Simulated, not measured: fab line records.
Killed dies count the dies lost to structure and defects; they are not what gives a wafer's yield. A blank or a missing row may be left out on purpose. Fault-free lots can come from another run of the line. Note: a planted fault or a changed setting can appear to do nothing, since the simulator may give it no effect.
Matching of chambers / flow n5 finfet / N5_BEOL_M9_DEP_56 on pecvd-04 has 3 sister chambers
The step deposits SiCN from 3MS/NH3, target thk 15 nm, time 26.5 s. 3 wafers are shown with their chamber, then 8 later ones without.

EACH WAFER AND ITS CHAMBER
wafer=L090.2; chamber=0; throttle valve pct (%)=9.6
wafer=L090.4; chamber=2; throttle valve pct (%)=9.3
wafer=L088.1; chamber=1; throttle valve pct (%)=10.1

WAFERS WITH NO CHAMBER GIVEN
wafer=L088.2; throttle valve pct (%)=9.5
wafer=L088.5; throttle valve pct (%)=9.2
wafer=L091.3; throttle valve pct (%)=9.5
wafer=L091.5; throttle valve pct (%)=9.1
wafer=L091.6; throttle valve pct (%)=10.0
wafer=L093.1; throttle valve pct (%)=10.0
wafer=L093.4; throttle valve pct (%)=10.0
wafer=L093.5; throttle valve pct (%)=9.6

CHAMBER TAKEN BY EACH
wafer=L088.2; from the rows above=can't be placed: 0 or 2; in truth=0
wafer=L088.5; from the rows above=2; in truth=2
wafer=L091.3; from the rows above=can't be placed: 0 or 2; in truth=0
wafer=L091.5; from the rows above=2; in truth=2
wafer=L091.6; from the rows above=1; in truth=1
wafer=L093.1; from the rows above=1; in truth=1
wafer=L093.4; from the rows above=1; in truth=1
wafer=L093.5; from the rows above=0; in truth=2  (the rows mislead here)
Correctly placed: 5 of 8. Unplaceable from these rows: 2, with the true chamber sitting among the candidates in 2. 1 placed wrongly.
How it was worked out, from the rows above alone: a wafer's distance from a chamber is the root of the sum, over the readings, of the square of ((its reading less the chamber's mean) divided by the reading's scatter). If the next closest chamber is less than 2 further off than the closest, the wafer can't be placed; otherwise it belongs to the closest. A chamber's mean is the mean of its shown wafers. The scatter: with one shown wafer a chamber, the root of the mean of the squares of how far each hidden wafer lies from its nearest shown one.
